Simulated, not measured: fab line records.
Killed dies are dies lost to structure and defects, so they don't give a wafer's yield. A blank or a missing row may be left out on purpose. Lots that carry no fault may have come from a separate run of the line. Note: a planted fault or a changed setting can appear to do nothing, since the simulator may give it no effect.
fab line records | flow n5_finfet | part 2 of 2: steps 26 to 26 of 26
[record] lots = 6 | wafers = 18 | last_day = 19
route steps=1938 shown BEOL_M9@1416 PASSIVATION@1936
lots untouched by any fault: they come from a run of this same line in which no faults occurred
start_h: the number of hours between the record's first day and the start of the first shown wafer of the lot | wait_h: hours since the lot's step before | " as in the row above | L1.1+2: several wafers, shown together as one row | - value missing, or start not given | * or withheld: withheld | < > ~ a bound
route shown NAME@n: a module of which the file shows steps, and the number in the route of the first | usual: mean and standard deviation over wafers with no fault | same: alike in all rows | chamber/n: place in a boat | sites: readings site by site | _std_site: how widely they spread, as a standard deviation | _edge_site: outer sites' mean less inner sites' | radius_mm: how far each site lies from the wafer's centre | mask NAME#n: copy n | behind: tool/chamber where the wafer was last shaped | hold: what put the lot on hold/how long, in hours/how the hold closed | device: names the non-switching transistor (n, p or np) | end of line: the same wafers' tests at the end of the route | a step without rows: its recipe alone | killed: dies that structure and defects cost at the first sort, which is not the same as the wafer's yield | map: shows each die of a wafer: x if killed, . if not, _ if none is there
set.NAME: the setting the step ran with; set.NAME@STEP: the setting that earlier step ran with | model.NAME: the simulator's own value behind a step, which no gauge read
lots at selected steps of the route; one table per step, one row per wafer
services: a tool's chamber out of use, with start hour (start_h, from the record's first day; less than 0 if before it), hours out, and reason
[[steps]]
[step N5_PASSIVATION_PROBE_49]
[usual] defect_limited_yield = 91.2/1.4 | killed_at_M0_to_M3 = 36/11 | killed_at_M4_up = 14/5.6 | killed_at_contacts = 12/5.9 | killed_at_front_end = 38/13 | killed_at_other = 3.5/2.7 | killed_dies = 104/17 | killed_open = 68/12 | killed_short = 34/8.2 | sort_bin_5_function = 5.1/0.95 | sort_bin_6_memory = 3.3/0.7 | sort_n_pass = 1076/17 | sort_yield_pct = 91.2/1.4
[same] gross_dies = 1180 | killed_at_back_side = 0 | sort_bin_4_leakage[%] = 0 | sort_bin_8_speed[%] = 0
lot.wafer | tool      | chamber | start_h | wait_h | defect_limited_yield[%] | killed_at_M0_to_M3 | killed_at_M4_up | killed_at_contacts | killed_at_front_end | killed_at_other | killed_dies | killed_open | killed_short | sort_bin_5_function[%] | sort_bin_6_memory[%] | sort_n_pass | sort_yield_pct[%]
L283.1    | prober-02 | -       | 353.12  | 0.0    | 91.7                    | 35                 | 5               | 5                  | 52                  | 1               | 98          | 59          | 35           | 4.3                    | 3.1                  | 1082        | 91.7
L283.3    | prober-02 | -       | 353.22  | 0.1    | 90.1                    | 44                 | 5               | 3                  | 62                  | 3               | 117         | 74          | 37           | 5.6                    | 3.5                  | 1063        | 90.1
L283.4    | prober-02 | -       | 353.27  | 0.2    | 92.7                    | 39                 | 6               | 5                  | 32                  | 4               | 86          | 57          | 28           | 4.1                    | 2.9                  | 1094        | 92.7
L286.2    | prober-02 | -       | 409.97  | 0.1    | 91.5                    | 47                 | 10              | 13                 | 26                  | 4               | 100         | 67          | 33           | 4.6                    | 3.5                  | 1080        | 91.5
L286.3    | prober-02 | -       | 410.02  | 0.1    | 92.5                    | 30                 | 17              | 9                  | 26                  | 6               | 88          | 64          | 24           | 3.7                    | 3.3                  | 1092        | 92.5
L286.5    | prober-02 | -       | 410.12  | 0.2    | 91.7                    | 45                 | 10              | 5                  | 27                  | 11              | 98          | 63          | 35           | 4.5                    | 3.3                  | 1082        | 91.7
L296.2    | prober-01 | -       | 429.88  | 0.1    | 92.6                    | 34                 | 10              | 7                  | 36                  | 0               | 87          | 55          | 31           | 4.4                    | 2.5                  | 1093        | 92.6
L296.3    | prober-01 | -       | 429.93  | 0.1    | 91.9                    | 32                 | 20              | 7                  | 33                  | 3               | 95          | 57          | 36           | 4.7                    | 3.3                  | 1085        | 91.9
L296.5    | prober-01 | -       | 430.03  | 0.2    | 93.6                    | 29                 | 7               | 12                 | 26                  | 2               | 76          | 44          | 30           | 3.6                    | 2.5                  | 1104        | 93.6
L295.1    | prober-02 | -       | 432.66  | 0.0    | 89.1                    | 59                 | 12              | 10                 | 46                  | 2               | 129         | 84          | 44           | 6.4                    | 4.2                  | 1051        | 89.1
L295.4    | prober-02 | -       | 432.81  | 0.2    | 90.1                    | 52                 | 8               | 11                 | 37                  | 9               | 117         | 74          | 41           | 4.6                    | 4.5                  | 1063        | 90.1
L295.6    | prober-02 | -       | 432.91  | 0.3    | 88.6                    | 50                 | 10              | 20                 | 45                  | 9               | 134         | 93          | 39           | 6.9                    | 4.0                  | 1046        | 88.6
L299.3    | prober-01 | -       | 437.60  | 0.1    | 90.8                    | 36                 | 20              | 1                  | 51                  | 1               | 109         | 64          | 39           | 5.0                    | 3.6                  | 1071        | 90.8
L299.5    | prober-01 | -       | 437.70  | 0.2    | 88.0                    | 63                 | 17              | 12                 | 50                  | 0               | 142         | 95          | 44           | 6.9                    | 4.9                  | 1038        | 88.0
L299.6    | prober-01 | -       | 437.75  | 0.3    | 92.5                    | 25                 | 10              | 16                 | 37                  | 1               | 89          | 52          | 32           | 4.2                    | 2.9                  | 1091        | 92.5
L301.1    | prober-01 | -       | 462.83  | 0.0    | 92.7                    | 37                 | 10              | 17                 | 22                  | 0               | 86          | 59          | 26           | 4.5                    | 2.8                  | 1094        | 92.7
L301.3    | prober-01 | -       | 462.93  | 0.1    | 93.0                    | 28                 | 20              | 9                  | 25                  | 1               | 83          | 65          | 15           | 4.0                    | 2.9                  | 1097        | 93.0
L301.4    | prober-01 | -       | 462.98  | 0.2    | 91.1                    | 24                 | 12              | 17                 | 51                  | 1               | 105         | 74          | 29           | 5.0                    | 3.6                  | 1075        | 91.1
// killed by level:class
L283.1 FIN_SAQP:geometric_particle:open=12 BEOL_M0_SAQP:geometric_particle:short=11 BEOL_M1:geometric_particle:open=8 DUMMY_GATE:geometric_particle:open=7 BEOL_M0_SAQP:geometric_particle:open=7 STI_FIN_REVEAL:geometric_particle:open=6 GATE_CUT:geometric_particle:short=5 MOL_CONTACT_COAG:geometric_particle:open=5
L283.3 STI_FIN_REVEAL:geometric_particle:open=19 BEOL_M1:geometric_particle:open=11 BEOL_M0_SAQP:geometric_particle:open=10 FIN_SAQP:geometric_particle:open=8 GATE_CUT:geometric_particle:short=8 BEOL_M0_SAQP:geometric_particle:short=7 FIN_SAQP:geometric_particle:short=6 HKMG_FIN:area_etch=6
L283.4 BEOL_M1:geometric_particle:open=10 BEOL_M3:geometric_particle:open=10 FIN_SAQP:geometric_particle:open=7 STI_FIN_REVEAL:geometric_particle:open=7 BEOL_M0_SAQP:geometric_particle:short=7 FIN_SAQP:geometric_particle:short=6 BEOL_M0_SAQP:geometric_particle:open=6 MOL_CONTACT_COAG:geometric_particle:open=5
L286.2 BEOL_M0_SAQP:geometric_particle:short=13 BEOL_M0_SAQP:geometric_particle:open=12 MOL_CONTACT_COAG:geometric_particle:open=11 BEOL_M0:geometric_particle:open=6 FIN_SAQP:geometric_particle:short=5 BEOL_M1:geometric_particle:open=5 BEOL_M3:geometric_particle:open=5 FIN_SAQP:geometric_particle:open=4
L286.3 MOL_CONTACT_COAG:geometric_particle:open=8 BEOL_M4:geometric_particle:open=8 STI_FIN_REVEAL:geometric_particle:open=7 BEOL_M0_SAQP:geometric_particle:open=6 BEOL_M0_SAQP:geometric_particle:short=5 BEOL_M1:geometric_particle:open=4 BEOL_M2:geometric_particle:open=4 BEOL_M3:geometric_particle:open=4
L286.5 STI_FIN_REVEAL:geometric_particle:open=9 BEOL_M2:geometric_particle:open=9 BEOL_M3:geometric_particle:open=9 BEOL_M0_SAQP:geometric_particle:short=7 BEOL_M0_SAQP:geometric_particle:open=6 BEOL_M1:geometric_particle:open=6 GATE_CUT:geometric_particle:short=5 MIM_TOP_ETCH:geometric_particle:short=4
L296.2 FIN_SAQP:geometric_particle:short=8 FIN_SAQP:geometric_particle:open=7 BEOL_M0_SAQP:geometric_particle:short=7 BEOL_M0_SAQP:geometric_particle:open=7 BEOL_M2:geometric_particle:open=7 BEOL_M1:geometric_particle:open=6 DUMMY_GATE:geometric_particle:open=5 MOL_CONTACT_COAG:geometric_particle:open=5
L296.3 BEOL_M0_SAQP:geometric_particle:short=9 DUMMY_GATE:geometric_particle:open=8 BEOL_M2:geometric_particle:open=7 BEOL_M5:geometric_particle:open=6 FIN_SAQP:geometric_particle:open=5 MOL_CONTACT_COAG:geometric_particle:open=5 BEOL_M0_SAQP:geometric_particle:open=5 BEOL_M1:geometric_particle:short=5
L296.5 MOL_CONTACT_COAG:geometric_particle:open=8 BEOL_M1:geometric_particle:short=8 BEOL_M1:geometric_particle:open=7 FIN_SAQP:geometric_particle:short=5 DUMMY_GATE:geometric_particle:open=4 MOL_CONTACT_COAG:geometric_particle:short=4 BEOL_M2:geometric_particle:open=4 FIN_SAQP:geometric_particle:open=3
L295.1 BEOL_M0_SAQP:geometric_particle:short=13 BEOL_M1:geometric_particle:open=12 BEOL_M2:geometric_particle:open=12 MOL_CONTACT_COAG:geometric_particle:open=10 STI_FIN_REVEAL:geometric_particle:open=9 FIN_SAQP:geometric_particle:short=8 BEOL_M0_SAQP:geometric_particle:open=7 DUMMY_GATE:geometric_particle:open=6
L295.4 BEOL_M1:geometric_particle:open=14 BEOL_M0_SAQP:geometric_particle:short=10 MOL_CONTACT_COAG:geometric_particle:open=9 BEOL_M2:geometric_particle:open=9 FIN_SAQP:geometric_particle:short=8 STI_FIN_REVEAL:geometric_particle:open=8 BEOL_M0_SAQP:geometric_particle:open=8 FIN_SAQP:geometric_particle:open=6
L295.6 MOL_CONTACT_COAG:geometric_particle:open=18 FIN_SAQP:geometric_particle:short=13 FIN_SAQP:geometric_particle:open=12 BEOL_M0_SAQP:geometric_particle:short=12 BEOL_M0_SAQP:geometric_particle:open=10 BEOL_M2:geometric_particle:open=9 BEOL_M3:geometric_particle:open=8 BEOL_M1:geometric_particle:open=5
L299.3 FIN_SAQP:geometric_particle:open=13 FIN_SAQP:geometric_particle:short=13 BEOL_M4:geometric_particle:open=11 STI_FIN_REVEAL:geometric_particle:open=9 BEOL_M0_SAQP:geometric_particle:short=9 BEOL_M3:geometric_particle:open=9 BEOL_M1:geometric_particle:open=7 STI_FIN_REVEAL:geometric_particle:short=4
L299.5 BEOL_M0_SAQP:geometric_particle:open=15 FIN_SAQP:geometric_particle:open=12 BEOL_M2:geometric_particle:open=12 FIN_SAQP:geometric_particle:short=10 BEOL_M1:geometric_particle:open=9 STI_FIN_REVEAL:geometric_particle:open=8 MOL_CONTACT_COAG:geometric_particle:open=8 BEOL_M0_SAQP:geometric_particle:short=8
L299.6 FIN_SAQP:geometric_particle:open=18 FIN_SAQP:geometric_particle:short=14 MOL_CONTACT_COAG:geometric_particle:open=9 MOL_CONTACT_COAG:geometric_particle:short=6 BEOL_M0_SAQP:geometric_particle:open=6 BEOL_M2:geometric_particle:open=5 BEOL_M0_SAQP:geometric_particle:short=4 BEOL_M3:geometric_particle:open=4
L301.1 MOL_CONTACT_COAG:geometric_particle:open=14 BEOL_M3:geometric_particle:open=10 BEOL_M0_SAQP:geometric_particle:open=9 BEOL_M2:geometric_particle:open=8 BEOL_M3:geometric_particle:short=4 STARTING-WAFER:geometric_particle:short=4 FIN_SAQP:geometric_particle:open=3 GATE_CUT:geometric_particle:open=3
L301.3 BEOL_M4:geometric_particle:open=12 BEOL_M3:geometric_particle:open=10 MOL_CONTACT_COAG:geometric_particle:open=9 FIN_SAQP:geometric_particle:open=7 BEOL_M2:geometric_particle:open=6 DUMMY_GATE:geometric_particle:open=5 STI_FIN_REVEAL:geometric_particle:open=4 BEOL_M1:geometric_particle:open=4
L301.4 FIN_SAQP:geometric_particle:open=17 MOL_CONTACT_COAG:geometric_particle:open=14 BEOL_M2:geometric_particle:open=10 FIN_SAQP:geometric_particle:short=6 GATE_CUT:geometric_particle:short=6 DUMMY_GATE:geometric_particle:open=5 GATE_CUT:geometric_particle:open=5 STI_FIN_REVEAL:geometric_particle:open=4
[[services]]
tool        | chamber | start_h | hours | kind
rie_diel-02 | 1       | 304.26  | 7.9   | repair
rie_diel-06 | 2       | 306.74  | -     | clean
rie_diel-06 | 2       | 306.74  | -     | consumable_replace:focus_ring
rie_diel-06 | 2       | 306.74  | -     | consumable_replace:showerhead
rie_diel-06 | 2       | 306.74  | 12.8  | scheduled_down
rie_diel-06 | 2       | 306.74  | 12.8  | vent_cycle
rie_diel-06 | 3       | 318.44  | 5.6   | repair
rie_diel-06 | 3       | 324.08  | -     | clean
rie_diel-06 | 3       | 324.08  | -     | consumable_replace:focus_ring
rie_diel-06 | 3       | 324.08  | 20.3  | scheduled_down
rie_diel-06 | 3       | 324.08  | 20.3  | vent_cycle
rie_diel-02 | -       | 356.59  | 0.6   | repair
rie_diel-02 | 1       | 381.87  | 25.8  | repair
rie_diel-05 | -       | 387.54  | 2.8   | pm
rie_diel-06 | 0       | 388.10  | -     | clean
rie_diel-06 | 0       | 388.10  | -     | consumable_replace:focus_ring
rie_diel-06 | 0       | 388.10  | -     | consumable_replace:showerhead
rie_diel-06 | 0       | 388.10  | 20.7  | scheduled_down
rie_diel-06 | 0       | 388.10  | 20.7  | vent_cycle
